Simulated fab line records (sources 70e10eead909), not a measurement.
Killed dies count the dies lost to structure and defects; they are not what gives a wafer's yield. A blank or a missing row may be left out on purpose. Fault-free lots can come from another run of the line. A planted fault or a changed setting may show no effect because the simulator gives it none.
Matching of chambers + flow nandHarc + 4 sister chambers for NHARC_A_STAIRCASE_DESCUM_11 on rieDiel-08
The step chemistry O2, time 3 s. 4 wafers are shown with their chamber, then 9 later ones without.

== EACH WAFER AND ITS CHAMBER ==
| wafer  | chamber | showerheadPlenumPTorr (Torr) |
|--------|---------|------------------------------|
| L090.3 | 1       | 1.85                         |
| L094.1 | 2       | 1.94                         |
| L094.3 | 3       | 1.85                         |
| L094.6 | 0       | 1.79                         |

== WAFERS WHOSE CHAMBER IS MISSING ==
| wafer  | showerheadPlenumPTorr (Torr) |
|--------|------------------------------|
| L096.2 | 1.84                         |
| L096.4 | 1.94                         |
| L096.5 | 1.84                         |
| L096.1 | 1.85                         |
| L096.3 | 1.79                         |
| L096.6 | 1.94                         |
| L097.3 | 1.94                         |
| L097.4 | 1.85                         |
| L097.5 | 1.85                         |

== WHICH CHAMBER EACH ONE RAN IN ==
| wafer  | from the rows above     | in truth |
|--------|-------------------------|----------|
| L096.2 | can't be placed: 1 or 3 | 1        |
| L096.4 | 2                       | 2        |
| L096.5 | can't be placed: 1 or 3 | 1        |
| L096.1 | can't be placed: 1 or 3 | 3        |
| L096.3 | 0                       | 0        |
| L096.6 | 2                       | 2        |
| L097.3 | 2                       | 2        |
| L097.4 | can't be placed: 1 or 3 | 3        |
| L097.5 | can't be placed: 1 or 3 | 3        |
4 of 9 placed correctly. These rows do not allow placing 5 (true chamber among the candidates in 5). Number placed wrongly: 0.
How it was worked out, from the rows above alone: a wafer's distance from a chamber is the root of the sum, over the readings, of the square of ((its reading less the chamber's mean) divided by the reading's scatter). The wafer belongs to the nearest chamber; if the next one is less than 2 further off, it can't be placed. Each chamber's mean is taken over the wafers shown for it. The scatter: root of mean squared gap, hidden wafer to nearest shown wafer, with one shown wafer a chamber.
